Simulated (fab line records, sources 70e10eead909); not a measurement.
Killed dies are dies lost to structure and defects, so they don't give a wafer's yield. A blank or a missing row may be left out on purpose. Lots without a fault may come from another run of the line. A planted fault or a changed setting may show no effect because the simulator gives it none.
fab line records | flow nand_harc
record lots=13 wafers=39 last_day=32
route steps=1302 shown A_CHANNEL_FILL_D1@513 A_ONON_D2@560 A_CHANNEL_HOLE_D2@571 END@1302
lots that met no fault: from a run of the same line without faults
start_h: hours from the record's first day to the start of the lot's first wafer shown | wait_h: hours since the lot's step before | " the same as in the row above | L1.1+2: a row that stands for several wafers | - no value, or no start given | * or withheld: withheld | < > ~ a bound
route shown NAME@n: a module of which the file shows steps, and the number in the route of the first | usual: mean/standard deviation of fault-free wafers | same: alike in all rows | chamber/n: place in a boat | sites: the reading at each site | _std_site: their standard deviation | _edge_site: outer sites' mean less inner sites' | radius_mm: how far each site lies from the wafer's centre | mask NAME#n: copy n | behind: the tool/chamber that last shaped the wafer | hold: why the lot was held/for how many hours/how that ended | device: the transistor (n, p or np) that didn't switch | end of line: the same wafers' tests at the end of the route | a step without rows: its recipe alone | killed: dies lost to structure and defects at the first sort, not the wafer's yield | map: a wafer's dies, x killed, . not, _ none there
set.NAME: the setting as run; set.NAME@STEP: as run at that earlier step | model.NAME: the simulator's own value behind a step, which no gauge read
steps of the route over a sample of lots; a table a step, a row a wafer
services: from which hour (start_h, from the record's first day; less than 0 if before it) a tool's chamber was out of use, for how many hours, and why
## steps
# step NHARC_A_CHANNEL_FILL_D1_CMP_10
# recipe target_thk_nm=150
# usual motor_current_A=12.0/1.3 retaining_ring_pressure_frac=0.999/0.0048 slurry_flow_ml_min=150.0/0.51 time_to_endpoint_s=14.4/2.4
# columns lot.wafer tool chamber start_h wait_h motor_current_A retaining_ring_pressure_frac slurry_flow_ml_min time_to_endpoint_s
L653.3 cmp-03 3 217.21 0.4 11.5 0.996 149.8 13.1
L653.6 " 1 " " 11.9 1.002 149.8 17.1
L653.5 " 2 " " 12.6 1.003 150.3 15.8
L656.4 cmp-01 3 251.12 0.4 13.0 1.009 149.8 15.0
L656.1 " 1 " " 11.1 0.999 150.4 12.6
L656.6 " 2 " " 10.7 0.998 150.9 14.4
L657.3 cmp-01 2 264.50 0.4 10.4 0.992 149.8 15.1
L657.2 " 3 " " 13.5 0.999 150.4 18.2
L657.6 " 2 " " 11.0 0.993 149.9 14.6
L655.3 cmp-01 3 271.52 0.4 14.1 0.996 150.5 17.2
L655.4 " 1 " " 10.8 0.996 149.8 16.2
L655.5 " 2 " " 11.2 0.997 149.8 14.6
L658.1 cmp-01 0 275.04 0.4 11.5 0.992 150.0 14.1
L658.3 " 3 " " 13.7 0.996 150.8 17.9
L658.5 " 1 " " 10.8 0.991 149.6 12.5
L660.2 cmp-04 0 301.81 0.4 12.0 0.998 150.6 15.3
L660.3 " 1 " " 13.1 0.998 149.5 13.0
L660.4 " 2 " " 9.8 1.004 151.0 16.9
L659.1 cmp-03 2 301.81 0.4 12.6 1.004 151.6 12.5
L659.4 " 3 " " 12.5 1.002 149.3 9.0
L659.6 " 2 " " 12.8 1.000 150.9 11.8
L661.2 cmp-03 2 311.35 0.4 12.6 1.009 150.2 15.1
L661.1 " 3 " " 11.8 0.995 150.5 12.3
L661.6 " 2 " " 13.2 1.003 150.4 16.3
L662.4 cmp-04 0 320.09 0.4 11.4 1.004 149.9 9.6
L662.1 " 1 " " 12.8 0.993 149.6 10.4
L662.2 " 3 " " 14.3 0.999 149.5 8.1
L663.1 cmp-03 3 320.11 0.4 11.9 0.998 149.8 11.4
L663.3 " 1 " " 11.4 0.993 150.2 14.6
L663.6 " 3 " " 11.5 0.992 148.9 13.4
L664.3 cmp-04 3 341.62 0.4 14.1 1.004 148.7 9.9
L664.2 " 2 " " 10.3 1.000 150.4 12.9
L664.6 " 0 " " 11.3 1.002 150.2 12.3
L669.1 cmp-01 0 387.97 0.4 11.0 1.001 149.9 17.9
L669.6 " 2 " " 10.4 0.998 150.1 15.0
L669.5 " 3 " " 13.6 0.994 150.4 17.5
L673.4 cmp-04 2 428.88 0.4 10.2 1.000 150.7 21.8
L673.2 " 3 " " 14.5 0.994 150.4 15.0
L673.5 " 2 " " 9.6 1.003 149.2 19.1
# step NHARC_A_ONON_D2_DEP_22
# recipe target_thk_a=10000 n2_flow_sccm=2750 n2o_flow_sccm=2000 nh3_flow_sccm=500 sih4_flow_sccm=210 temp_c=400
# columns lot.wafer tool chamber start_h wait_h
L653.3+5+6 pecvd_onon-03 0 265.44 0.2
L656.1+4+6 pecvd_onon-02 0 296.01 0.1
L657.2+3+6 pecvd_onon-03 0 310.03 0.1
L658.1+3+5 pecvd_onon-03 0 321.96 0.1
L655.3+4+5 pecvd_onon-02 0 322.06 0.2
L659.1+4+6 pecvd_onon-04 0 353.03 0.1
L660.2+3+4 pecvd_onon-03 0 353.10 0.1
L661.1+2+6 pecvd_onon-03 0 356.55 0.1
L663.1+3+6 pecvd_onon-04 0 369.27 0.1
L662.1+2+4 pecvd_onon-03 0 369.27 0.1
L664.2+3+6 pecvd_onon-02 0 387.96 0.1
L669.1+5+6 pecvd_onon-02 0 430.44 0.1
L673.2+4+5 pecvd_onon-03 0 476.13 0.2
# step NHARC_A_ONON_D2_THK_MEAS_24
# recipe thk_meas_gauge=ellipsometry
# usual thk_nm=1004/8.6
# columns lot.wafer tool chamber start_h wait_h thk_nm
L653.3 film_metro-01 - 265.83 - 1003
L653.5 " - " " 1002
L653.6 " - " " 1000
L656.1 film_metro-01 - 296.52 - 1019
L656.4 " - " " 1018
L656.6 " - " " 1018
L657.2 film_metro-01 - 310.49 - 995
L657.3 " - " " 996
L657.6 " - " " 998
L655.3 film_metro-02 - 322.46 - 996
L655.4 " - " " 999
L655.5 " - " " 997
L658.1 film_metro-01 - 322.47 - 1006
L658.3 " - " " 1005
L658.5 " - " " 1006
L659.1 film_metro-01 - 353.54 - 989
L659.4 " - " " 990
L659.6 " - " " 992
L660.2 film_metro-01 - 353.55 - 1001
L660.3 " - " " 1002
L660.4 " - " " 1001
L661.1 film_metro-01 - 357.06 - 1018
L661.2 " - " " 1018
L661.6 " - " " 1020
L662.1 film_metro-01 - 369.77 - 1011
L662.2 " - " " 1013
L662.4 " - " " 1012
L663.1 film_metro-02 - 369.78 - 1016
L663.3 " - " " 1017
L663.6 " - " " 1017
L664.2 film_metro-01 - 388.41 - 995
L664.3 " - " " 997
L664.6 " - " " 997
L669.1 film_metro-02 - 430.95 - 1595
L669.5 " - " " 1594
L669.6 " - " " 1006
L673.2 film_metro-01 - 476.58 - 995
L673.4 " - " " 994
L673.5 " - " " 996
# step NHARC_A_CHANNEL_HOLE_D2_DEP_01
# recipe target_thk_a=1400 target_thk_nm=140 temp_c=400 pressure_torr=3.5 flow_sccm=200 rf_w=350 material=SiON
# usual heater_power_w=740/66 rf_fwd_power_W=348.6/0.93
# columns lot.wafer tool chamber start_h wait_h heater_power_w rf_fwd_power_W
L653.3 pecvd-01 0 272.26 1.0 797 348.7
L653.5 " 1 " " 737 347.6
L653.6 " 2 " " 788 347.4
L656.1 pecvd-03 0 300.52 1.6 859 348.3
L656.6 " 2 " " 782 350.2
L656.4 " 0 " " 875 348.6
L657.2 pecvd-01 1 314.75 1.3 745 349.2
L657.3 " 1 " " 771 348.6
L657.6 " 2 " " 746 348.8
L658.1 pecvd-04 0 326.13 1.6 700 347.7
L658.3 " 1 " " 636 347.9
L658.5 " 0 " " 729 349.0
L655.3 pecvd-03 1 326.16 1.0 714 347.5
L655.4 " 2 " " 710 348.6
L655.5 " 1 " " 709 345.5
L659.1 pecvd-01 0 357.83 1.6 748 347.6
L659.6 " 2 " " 779 347.5
L659.4 " 0 " " 744 347.9
L660.3 pecvd-01 2 359.72 1.0 793 349.3
L660.2 " 0 " " 741 348.9
L660.4 " 0 " " 740 347.9
L661.1 pecvd-01 2 364.42 1.6 775 348.5
L661.2 " 0 " " 719 348.2
L661.6 " 2 " " 646 348.1
L662.1 pecvd-03 0 373.42 1.6 841 348.2
L662.2 " 1 " " 729 347.5
L662.4 " 0 " " 855 347.7
L663.3 pecvd-01 0 373.46 1.0 813 350.0
L663.1 " 1 " " 721 348.2
L663.6 " 2 " " 777 349.0
L664.2 pecvd-04 1 397.41 1.3 543 348.3
L664.3 " 1 " " 552 349.8
L664.6 " 1 " " 584 349.5
L669.6 pecvd-01 0 436.06 0.1 876 349.4
L673.2 pecvd-04 0 481.08 1.3 734 347.3
L673.5 " 2 " " 624 346.8
L673.4 " 1 " " 653 347.7
# step NHARC_END_SORT_01
# recipe temp_c=25
# usual killed_at_array=62/18 killed_at_other=0.9/1.2 killed_at_periphery=4.2/2.9 killed_dies=67/17 killed_open=3.6/1.9 killed_short=2.5/1.6
# same gross_dies=677
# columns lot.wafer tool chamber start_h wait_h killed_at_array killed_at_other killed_at_periphery killed_dies killed_open killed_short
L657.2 prober-01 0 618.15 2.8 69 1 3 73 5 4
L657.3 prober-01 0 618.94 3.1 80 0 3 83 4 2
L657.6 prober-01 0 621.32 4.0 67 0 5 72 9 1
L659.1 prober-02 0 624.80 2.5 80 0 4 84 2 2
L659.4 prober-02 0 627.22 3.4 93 0 1 94 3 0
L659.6 prober-02 0 628.83 4.0 89 0 4 93 6 4
L662.1 prober-02 0 647.57 2.5 72 0 1 73 4 1
L662.2 prober-02 0 648.37 2.8 75 0 1 76 1 5
L662.4 prober-02 0 649.95 3.4 73 0 1 74 3 2
L669.1 prober-01 0 709.94 2.5 674 0 3 677 6 4
L669.5 prober-01 0 713.07 3.6 672 0 5 677 7 2
L669.6 prober-01 0 713.86 3.9 81 3 6 90 7 0
# killed by level:class
L657.2 A_CHANNEL_HOLE_D2:chamber_film_flake=31 A_SLIT:chamber_film_flake=25 A_CHANNEL_FILL_D1:chamber_film_flake=3 A_CHANNEL_FILL_D1:geometric_particle:open=2 A_DECK1_JOINT:geometric_particle:short=2 A_CHANNEL_HOLE_D1:chamber_film_flake=2 A_CONTACT:chamber_film_flake=2 P_STI:geometric_particle:short=1
L657.3 A_CHANNEL_HOLE_D2:chamber_film_flake=33 A_SLIT:chamber_film_flake=31 A_CHANNEL_HOLE_D1:chamber_film_flake=3 A_STAIRCASE:chamber_film_flake=3 A_ONON_D1:geometric_particle:short=2 P_ZERO_WELL:chamber_film_flake=2 A_CHANNEL_FILL_D1:chamber_film_flake=2 P_GATE:geometric_particle:open=1
L657.6 A_CHANNEL_HOLE_D2:chamber_film_flake=35 A_SLIT:chamber_film_flake=18 A_CHANNEL_FILL_D1:chamber_film_flake=3 P_M1:geometric_particle:open=2 A_CHANNEL_FILL_D1:geometric_particle:open=2 A_ONON_D2:geometric_particle:open=2 A_DECK1_JOINT:chamber_film_flake=2 P_CONTACT:geometric_particle:open=1
L659.1 A_CHANNEL_HOLE_D1:chamber_film_flake=28 A_SLIT:chamber_film_flake=24 A_CHANNEL_HOLE_D2:chamber_film_flake=15 A_WL_FILL:chamber_film_flake=3 A_WL_FILL:geometric_particle:short=2 P_STI:chamber_film_flake=2 P_GATE:chamber_film_flake=2 A_STAIRCASE:chamber_film_flake=2
L659.4 A_CHANNEL_HOLE_D1:chamber_film_flake=39 A_SLIT:chamber_film_flake=28 A_CHANNEL_HOLE_D2:chamber_film_flake=13 A_CHANNEL_FILL_D1:chamber_film_flake=3 A_WL_FILL:chamber_film_flake=3 A_M1:chamber_film_flake=2 A_SOURCE_PLATE:geometric_particle:open=1 A_ONON_D1:geometric_particle:open=1
L659.6 A_SLIT:chamber_film_flake=31 A_CHANNEL_HOLE_D1:chamber_film_flake=29 A_CHANNEL_HOLE_D2:chamber_film_flake=13 A_M1:chamber_film_flake=5 A_CHANNEL_FILL_D1:geometric_particle:short=2 P_CONTACT:geometric_particle:open=1 P_M0:geometric_particle:open=1 P_M1:geometric_particle:open=1
L662.1 A_SLIT:chamber_film_flake=38 A_CHANNEL_HOLE_D1:chamber_film_flake=25 A_M0:geometric_particle:open=2 A_STAIRCASE:chamber_film_flake=2 A_SGD_CUT:chamber_film_flake=2 P_GATE:geometric_particle:short=1 A_CHANNEL_HOLE_D1:geometric_particle:open=1 A_CHANNEL_FILL_D1:geometric_particle:open=1
L662.2 A_CHANNEL_HOLE_D1:chamber_film_flake=37 A_SLIT:chamber_film_flake=28 A_CHANNEL_FILL_D1:geometric_particle:short=4 A_STAIRCASE:chamber_film_flake=2 A_CHANNEL_FILL_D2:geometric_particle:short=1 A_WL_FILL:geometric_particle:open=1 P_STI:chamber_film_flake=1 A_SGD_CUT:chamber_film_flake=1
L662.4 A_CHANNEL_HOLE_D1:chamber_film_flake=34 A_SLIT:chamber_film_flake=28 A_SGD_CUT:chamber_film_flake=4 A_CONTACT:chamber_film_flake=2 A_ONON_D1:geometric_particle:short=1 A_CHANNEL_HOLE_D1:geometric_particle:open=1 A_CHANNEL_FILL_D1:geometric_particle:open=1 A_CHANNEL_FILL_D1:geometric_particle:short=1
L669.1 A_ONON_D2:area_dep=601 A_CHANNEL_HOLE_D2:chamber_film_flake=29 A_CHANNEL_HOLE_D1:chamber_film_flake=20 A_STAIRCASE:chamber_film_flake=7 A_SLIT:chamber_film_flake=4 A_ONON_D2:geometric_particle:open=2 P_GATE:chamber_film_flake=2 A_BONDPAD:chamber_film_flake=2
L669.5 A_ONON_D2:area_dep=600 A_CHANNEL_HOLE_D1:chamber_film_flake=31 A_CHANNEL_HOLE_D2:chamber_film_flake=22 A_STAIRCASE:chamber_film_flake=4 P_ZERO_WELL:chamber_film_flake=3 A_SLIT:chamber_film_flake=3 A_CONTACT:chamber_film_flake=3 A_CHANNEL_FILL_D2:geometric_particle:open=2
L669.6 A_CHANNEL_HOLE_D1:chamber_film_flake=31 A_CHANNEL_HOLE_D2:chamber_film_flake=22 A_CONTACT:chamber_film_flake=8 A_BONDPAD:chamber_film_flake=7 A_SLIT:chamber_film_flake=4 THIN_TSV:chamber_film_flake=3 A_CONTACT:geometric_particle:open=2 P_ZERO_WELL:chamber_film_flake=2
## services
# columns tool chamber start_h hours kind
pecvd_onon-03 - 203.00 13.0 pm
cmp-01 - 228.25 0.3 repair
cmp-03 - 236.14 4.0 pm
cmp-04 - 242.27 0.7 repair
pecvd-01 2 250.12 6.0 repair
pecvd-01 - 254.87 1.4 repair
cmp-01 - 259.50 4.0 pm
cmp-04 - 270.93 1.7 repair
cmp-03 - 276.59 0.9 repair
cmp-04 - 283.70 1.0 repair
cmp-04 - 284.75 4.0 pm
pecvd-01 - 287.26 13.0 pm
pecvd-01 0 306.40 10.8 repair
cmp-04 - 320.26 0.9 repair
pecvd-01 - 320.91 0.9 repair
cmp-03 - 334.14 4.0 pm
pecvd-01 - 334.89 3.2 repair
cmp-01 - 341.52 3.5 repair
pecvd_onon-02 - 342.00 13.0 pm
cmp-01 - 357.50 4.0 pm
pecvd_onon-03 - 384.00 13.0 pm
cmp-01 - 455.50 4.0 pm
pecvd-01 - 468.26 13.0 pm
cmp-01 - 473.57 0.5 repair
## key
first_sign step=NHARC_A_ONON_D2_THK_MEAS_24 reading=thk_nm direction=up sigmas=69 usual=1004 struck=1594
effect step=NHARC_END_SORT_01 reading=killed_dies direction=up sigmas=35 usual=67 struck=677
more_kills_born_at NHARC_A_ONON_D2_DEP_22@pecvd_onon-02=1201
met_at NHARC_A_ONON_D2_DEP_22
struck_lots L669
struck_wafers L669.1,L669.5
later_rows_left_out L669.1,L669.5
tester_left_out L669
not_acting_at NHARC_A_CHANNEL_FILL_D1_CMP_10,NHARC_A_CHANNEL_HOLE_D2_DEP_01
onset_between 387.96 430.44
fault kind=process_parameter_drift tool=pecvd_onon-02 chamber=- onset_h=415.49 steps=NHARC_A_ONON_D2_DEP_22 channel=target_thk_a offset=* shape=step end_h=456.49 scope=struck_wafers_only acts_in=* stated=*
# tester_left_out: of these lots the tester's yield and bins aren't shown, on N5 and GAA mostly nor the transistor test; their killed dies are dies lost to structure and defects alone, not to doping, threshold or leakage, so they don't give the yield
# later_rows_left_out: the simulator's readings of these wafers behind a module that went badly wrong aren't trusted and aren't shown, but for the sort
